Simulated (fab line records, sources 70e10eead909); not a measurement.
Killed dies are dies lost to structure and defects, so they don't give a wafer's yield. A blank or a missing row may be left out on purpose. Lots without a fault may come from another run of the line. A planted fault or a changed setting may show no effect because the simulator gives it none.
A struck lot beside a sound one | flow nand_harc | 15 steps out of a route of 1302
Sound: wafers L121.1, L121.3, L121.4. Struck: wafers L133.2, L133.3, L133.4. The cause comes at the end.
At each step with rows: each side's tool, then ch and its chambers, then its first start. Under that, the readings that differ: sound wafers | struck wafers | difference of the means | sigmas: that difference in standard deviations of wafers without a fault.
alike: readings whose means differ by less than 2 such deviations, and words and numbers that are the same on both sides. not compared: withheld readings, readings that some wafer has no value for, bounds like >300 that may hide the same value, and numbers for which the record gives no deviation and whose values overlap.
The two part at a step that has a row with sigmas, a row that says differs or no value, or rows on one side only. Numbers that don't overlap but have no deviation are shown without sigmas and don't part them. A reading that every wafer of one side lacks parts them only if that side has two wafers or more.

first, 3 steps without rows for these wafers: NHARC_P_GATE_EXPOSE_08 (exposes mask P HV); NHARC_P_GATE_PEB_09 (peb time 85 s); NHARC_P_GATE_DEVELOP_10 (time 70 s).
NHARC_P_GATE_CD_MEAS_11: target cd 1640 nm.
  sound on cd_sem-03 ch 0, day 5 00:14; struck on cd_sem-01 ch 0, day 9 16:58
  reading    | sound                | struck               | difference | sigmas
  cd_nm (nm) | 1643.2 1645.6 1643.9 | 1635.1 1638.8 1638.6 | -6.7       | -3
then, 1 step without rows for these wafers: NHARC_P_GATE_HARDBAKE_12 (time 80 s).
NHARC_P_GATE_DESCUM_13: chemistry O2, time 3 s.
  sound on rie_diel-06 ch 1,2,3, day 5 00:23; struck on rie_diel-12 ch 0,2,3, day 9 17:07
  alike: drypump_motor_current_A, oes_product_au, rf_vpp_V, showerhead_plenum_p_Torr, throttle_valve_pct
  not compared: rf_hours_counter_h
then, 6 steps without rows for these wafers: NHARC_P_GATE_ETCH_14 (etches SiO2 in dHF, target depth 48.8 nm); NHARC_P_GATE_STRIP_15 (strips in SPM, time 780 s); NHARC_P_GATE_PRECLEAN_71 (cleans in SC1); NHARC_P_GATE_SRD_72; NHARC_P_GATE_OXIDE_16 (material SiO2, target thk 3 nm, ox time 392 s); NHARC_P_GATE_CVD_17 (deposits poly-Si, target thk 150 nm, time 900 s).
NHARC_P_GATE_HM_DEP_102: deposits aC, target thk 120 nm.
  sound on acl_dep-03 ch 0, day 5 14:17; struck on acl_dep-01 ch 0, day 10 08:18
  alike: throttle_valve_pct
NHARC_P_GATE_DEP_103: deposits SiON, target thk 30 nm.
  sound on pecvd-03 ch 0,2, day 5 14:58; struck on pecvd-04 ch 0,2, day 10 08:53
  alike: heater_power_w
  not compared: since_wet_clean_h
NHARC_END_SORT_01:
  the record has rows for the sound wafers here (prober-02 ch 0, day 25 19:36) and none for the struck ones

WHERE THEY PART
First at NHARC_P_GATE_CD_MEAS_11; last, within this record, at NHARC_END_SORT_01.

WHY: what the simulator had put in
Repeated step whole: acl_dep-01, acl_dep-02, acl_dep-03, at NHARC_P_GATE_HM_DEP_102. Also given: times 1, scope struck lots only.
